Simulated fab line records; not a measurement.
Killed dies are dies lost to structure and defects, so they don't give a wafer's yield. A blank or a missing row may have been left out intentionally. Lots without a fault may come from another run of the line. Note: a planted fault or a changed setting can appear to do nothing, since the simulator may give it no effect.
Lot-split experiment	flow n5_finfet	7 lots, 21 wafers read, on a route of 1938 steps

== ABOUT THE SPLIT ==
At N5_BEOL_M0_ETCH_128 (etches SiCN in CF4/N2, target depth 12 nm, overetch 5.1 nm, time 21.4 s), the setting source_w was moved away from the recipe's 430 W on 11 of the 21 wafers read, by -12.7% to +16.6%. All remaining wafers had this setting at the recipe value.

The reading is taken at the split's own step.

== THE READING ==
rf_vpp_V, in V, at N5_BEOL_M0_ETCH_128 (etches SiCN in CF4/N2, target depth 12 nm, overetch 5.1 nm, time 21.4 s). Fault-free wafers of this fab line usually give 382.8 V, standard deviation 2.5 V.

wafer	tool, chamber at the split	source_w as run, W	against the recipe	rf_vpp_V, V	against lot-mates on the recipe
L081.2	rie_diel-01, 1	375.3	-12.7%	398.0	+16.8
L081.5	rie_diel-01, 1	375.3	-12.7%	398.6	+17.4
L081.6	rie_diel-01, 2	430	recipe	381.2	-
L083.2	rie_diel-01, 0	394.8	-8.2%	392.4	+7.6
L083.4	rie_diel-01, 3	394.8	-8.2%	397.9	+13.1
L083.5	rie_diel-01, 3	430	recipe	384.8	-
L085.1	rie_diel-03, 1	430	recipe	385.5	-
L085.2	rie_diel-03, 0	494.6	+15.0%	367.9	-14.4
L085.6	rie_diel-03, 2	430	recipe	379.0	-
L086.3	rie_diel-01, 2	483.5	+12.4%	366.3	no lot-mate on the recipe
L086.5	rie_diel-01, 2	483.5	+12.4%	365.3	no lot-mate on the recipe
L086.6	rie_diel-01, 3	483.5	+12.4%	371.4	no lot-mate on the recipe
L089.3	rie_diel-05, 3	393.4	-8.5%	395.6	+14.2
L089.5	rie_diel-05, 0	393.4	-8.5%	389.4	+8.0
L089.6	rie_diel-05, 3	430	recipe	381.4	-
L090.2	rie_diel-03, 3	430	recipe	382.0	-
L090.4	rie_diel-03, 1	430	recipe	385.4	-
L090.6	rie_diel-03, 0	501.5	+16.6%	367.2	-16.5
L096.2	rie_diel-03, 1	430	recipe	384.5	-
L096.3	rie_diel-03, 0	430	recipe	385.3	-
L096.5	rie_diel-03, 0	430	recipe	386.9	-

THE FIT
A straight line over all 21 wafers: rf_vpp_V changes by -1.16 V for each +1% of source_w; r = -0.97; the points scatter about the line by 2.7 V.
The same after taking each lot's own level away (the mean of its wafers on the recipe; 18 wafers): -1.14 V for each +1%; r = -0.97; scatter 2.3 V.
On that fit, the largest move of source_w shifts the reading by 19 V.
The span of the lots' own levels, 381.20 to 385.57 V, comes to 1.7 times the standard deviation stated above.
Consequently the slope shifts little with the lot-to-lot level, the two slopes agreeing.
Check: with one of the wafers moved furthest among these (+16.6%) left out of the fit, the line predicts -19.1 V for it against its lot-mates. It came out at -16.5 V against them.
Tool readings at the split's step, against how far the setting was moved: rf_vpp_V r = -0.97.

== OTHER SPLITS ON THESE WAFERS ==
Other splits were also applied to these wafers ahead of the reading. Each is held against what the fit with the lots' levels taken away leaves over:
other split on the same wafers	wafers away from the commonest value	r with rf_vpp_V (lot level and that fit taken away)
N5_MOL_CONTACT_COAG_ALD_123 ald_cycles	7	+0.10
N5_MOL_CONTACT_COAG_PECVD_31 temp_c	7	-0.08
N5_BEOL_M0_SAQP_EXPOSE_11 dose_mj	6	-0.53

== FILE'S OWN FIT ==
rf_vpp_V changes by -1.1 V for each +1% of source_w, r = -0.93.
